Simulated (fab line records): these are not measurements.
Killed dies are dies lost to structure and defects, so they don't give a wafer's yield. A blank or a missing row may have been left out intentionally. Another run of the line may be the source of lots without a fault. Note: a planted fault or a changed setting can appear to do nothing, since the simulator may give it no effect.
Struck lot and sound lot, side by side ; flow n5Finfet ; 17 steps out of a route of 1938
Sound: wafers L193.1, L193.2, L193.4. The struck wafers were L204.1, L204.3, L204.6. The cause is given at the end.
For every step that has rows: the tool of each side, followed by ch and its chambers, followed by its first start. Under that, the readings that differ: sound wafers ; struck wafers ; difference of the means ; sigmas: that difference in standard deviations of wafers without a fault.
alike: a reading whose means differ by less than 2 such deviations, as well as words and numbers matching on both sides. not compared: withheld readings; readings where some wafer has no value; bounds like >300 that might hide an equal value; numbers whose values overlap and for which the record gives no deviation.
Wherever a step has rows on one side only, a row that says differs or no value, or a row with sigmas, the two part there. Numbers that don't overlap but have no deviation are shown without sigmas and don't part them. A reading that every wafer of one side lacks parts them only if that side has two wafers or more.

first, 9 steps without rows for these wafers: N5_DUMMY_GATE_COAT_34 (time 60 s, resist thk 60 nm); N5_DUMMY_GATE_COAT_35 (time 60 s, resist thk 10 nm); N5_DUMMY_GATE_COAT_28 (time 60 s, resist thk 10 nm); N5_DUMMY_GATE_COAT_09 (resist thk 30 nm); N5_DUMMY_GATE_EBR_11; N5_DUMMY_GATE_SOFTBAKE_10 (time 60 s); N5_DUMMY_GATE_EXPOSE_12 (exposes mask GATE, target cd 25 nm); N5_DUMMY_GATE_PEB_13 (peb time 60 s); N5_DUMMY_GATE_DEVELOP_14 (develop time 30 s).
N5_DUMMY_GATE_CD_MEAS_15: the cd target is 25.8 nm.
  sound on cdSem-03 ch 0, day 5 05:52; struck on cdSem-02 ch 0, day 7 23:48
  alike: cdNm
N5_DUMMY_GATE_OVL_MEAS_16:
  sound on overlay-02 ch 0, day 5 05:55; struck on overlay-01 ch 0, day 7 23:50
  alike: GATE_OVL
N5_DUMMY_GATE_INSPECT_17: inspects for defects (brightfield).
  sound on defectInspect-01, day 5 05:58; struck on defectInspect-02, day 7 23:54
  alike: rawDefectCount
N5_DUMMY_GATE_DESCUM_20: chemistry O2, time 6.2 s.
  sound on rieDiel-05 ch 0,2,3, day 5 06:00; struck on rieDiel-04 ch 0,1, day 7 23:56
reading;sound;struck;difference;sigmas
model.CAR-EUV_of_DUMMY_GATE_COAT_09.thkNm (nm);26.6 26.4 26.6;26 26 26;-1;
  alike: drypumpMotorCurrentA, oesProductAu, rfVppV, showerheadPlenumPTorr, throttleValvePct
  not compared: rfHoursCounterH
N5_DUMMY_GATE_ETCH_29: etches underlayer in N2/H2, target depth 13 nm.
  sound on rieDiel-05 ch 0,2,3, day 5 06:04; struck on rieDiel-04 ch 0,1, day 8 00:00
reading;sound;struck;difference;sigmas
model.CAR-EUV_of_DUMMY_GATE_COAT_09.thkNm (nm);19 18.6 19.2;18.4 18 18.2;-0.7;
  alike: drypumpMotorCurrentA, h2FlowSccm, oesProductAu, rfVppV, showerheadPlenumPTorr, throttleValvePct
  not compared: rfHoursCounterH
N5_DUMMY_GATE_ETCH_36: etches SiARC in CF4, target depth 13 nm.
  sound on rieDiel-05 ch 0,2,3, day 5 06:06; struck on rieDiel-04 ch 0,1, day 8 00:02
  alike: drypumpMotorCurrentA, oesProductAu, rfVppV, showerheadPlenumPTorr, throttleValvePct
  not compared: rfHoursCounterH
-- here the record skips 5 days between the struck wafers' starts before and after, leaving off in module DUMMY_GATE and picking up in module BEOL_M4 (first step shown: number 1111 of the route) --
N5_BEOL_M4_RC_MEAS_101:
  sound on prober-01 ch 0, day 10 15:28; struck on prober-01 ch 0, day 13 03:11
  alike: DIBL_N, DIBL_P, IOFF_N, IOFF_P, ION_N, ION_P, SS_N, SS_P, VT_N, VT_P
-- record jumps: 5 days separate the struck wafers' starts on either side; left off in module BEOL_M4, taken up again in module PASSIVATION, whose first shown step is the route's number 1936 --
N5_PASSIVATION_PROBE_49:
  sound on prober-01, day 15 00:32; struck on prober-01, day 17 16:21
reading;sound;struck;difference;sigmas
killed_at_M4_up;27 27 34;15 9 10;-18;-3
  alike: defectLimitedYield, killed_at_M0_to_M3, killedAtContacts, killedAtFrontEnd, killedAtOther, killedDies, killedOpen, killedShort, sort_bin_5_function, sort_bin_6_memory, sortNPass, sortYieldPct

WHERE THEY PART
Within this record, at N5_PASSIVATION_PROBE_49 only.

WHY: the cause the simulator had injected
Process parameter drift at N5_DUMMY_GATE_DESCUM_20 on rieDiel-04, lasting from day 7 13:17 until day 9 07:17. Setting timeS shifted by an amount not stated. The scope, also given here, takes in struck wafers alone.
